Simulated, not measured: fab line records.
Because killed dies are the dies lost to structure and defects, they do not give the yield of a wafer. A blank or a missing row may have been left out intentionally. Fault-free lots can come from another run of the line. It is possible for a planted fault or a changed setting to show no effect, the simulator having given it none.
Lot-split experiment	flow n5-finfet	21 wafers read from 7 lots, route of 1938 steps

THE SPLIT
At N5_FIN_SAQP_SPACER1_ALD_24 (deposits SiO2, target thk 20.3 nm, pulse time 1 s, purge time 2 s), the setting temp-c was moved away from the recipe's 300 C on 8 of the 21 wafers read, by -3.3% to +3.5%. This setting was run at the recipe's value on the other wafers.

SPLIT TO READING: what lies between them in the file, 1 step
- N5_FIN_SAQP_SPACER1_ETCHBACK_25: etches SiO2 in CHF3/O2, target depth 24.4 nm, time 12.2 s

THE READING
FIN_SAQP.cd-nm (the simulator's own value, which no gauge read), in nm, at N5_FIN_SAQP_MANDREL1_REMOVE_56 (chemistry HBr/Cl2/O2, target a-Si, stops on SiNx, bt time 10 s). No usual value for it is given in the file. Across the 13 wafers here that went through the recipe, the average is 20.4 nm and the standard deviation 0.12 nm.

wafer	tool, chamber at the split	temp-c as run, C	against the recipe	FIN_SAQP.cd-nm, nm	against lot-mates on the recipe
L080.2	ald-sin-04, 1,3	290.1	-3.3%	21	+0.4
L080.3	ald-sin-04, 1,3	290.1	-3.3%	21	+0.4
L080.4	ald-sin-04, 2	300	recipe	20.6	-
L084.1	ald-sin-04, 0,3,1	300	recipe	20.4	-
L084.4	ald-sin-04, 0,3,1	300	recipe	20.4	-
L084.3	ald-sin-04, 0,3,1	300	recipe	20.2	-
L091.2	ald-sin-02, 3	300	recipe	20.4	-
L091.4	ald-sin-02, 0	296.2	-1.3%	20.6	+0.2
L091.6	ald-sin-02, 0	296.2	-1.3%	20.6	+0.2
L093.1	ald-sin-04, 3,1,3	300	recipe	20.4	-
L093.3	ald-sin-04, 3,1,3	300	recipe	20.4	-
L093.5	ald-sin-04, 3,1,3	300	recipe	20.4	-
L095.1	ald-sin-02, 0,2	310.5	+3.5%	19.8	-0.4
L095.6	ald-sin-02, 0,2	310.5	+3.5%	19.8	-0.4
L095.3	ald-sin-02, 2	300	recipe	20.2	-
L096.1	ald-sin-04, 0,3	308.8	+2.9%	20	-0.6
L096.2	ald-sin-04, 2	300	recipe	20.6	-
L096.4	ald-sin-04, 0,3	308.8	+2.9%	20.2	-0.4
L097.1	ald-sin-04, 1,2,0	300	recipe	20.4	-
L097.3	ald-sin-04, 1,2,0	300	recipe	20.4	-
L097.2	ald-sin-04, 1,2,0	300	recipe	20.2	-
The file does not say which wafer passed through which chamber wherever a row lists several chambers: such a row stands for several wafers.

THE FIT
A straight line over all 21 wafers: FIN_SAQP.cd-nm changes by -0.157 nm for each +1% of temp-c; r = -0.92; the points scatter about the line by 0.12 nm.
The same after taking each lot's own level away (the mean of its wafers on the recipe; 21 wafers): -0.133 nm for each +1%; r = -0.96; scatter 0.076 nm.
The reading moves by 0.47 nm for the largest change in temp-c, on that fit.
Measured against the standard deviation above, the lots' own levels, which go from 20.20 to 20.60 nm, span 3.3 times it.
In other words, the slope is changed by the lot-to-lot level; the two fits disagree.
Check: -0.489 nm against its lot-mates is what the line predicts for one of the wafers moved furthest among these (+3.5%) when that wafer is left out of the fit. Against them it came out at -0.4 nm.

THE OTHER SPLITS THESE WAFERS WENT THROUGH
Before the reading, these wafers also passed through other splits. Each is held against what the fit with the lots' levels taken away leaves over:
other split on the same wafers	wafers away from the commonest value	r with FIN_SAQP.cd-nm (lot level and that fit taken away)
N5_ZERO_LAYER_PECVD_02 time-s	6	-0.10
N5_WELL_APT_PEB_06 peb-temp-c	9	+0.10
N5_WELL_APT_DEVELOP_07 develop-time-s	6	-0.05

THE FILE'S OWN FIT
FIN_SAQP.cd-nm changes by -0.133 nm for each +1% of temp-c, r = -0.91.
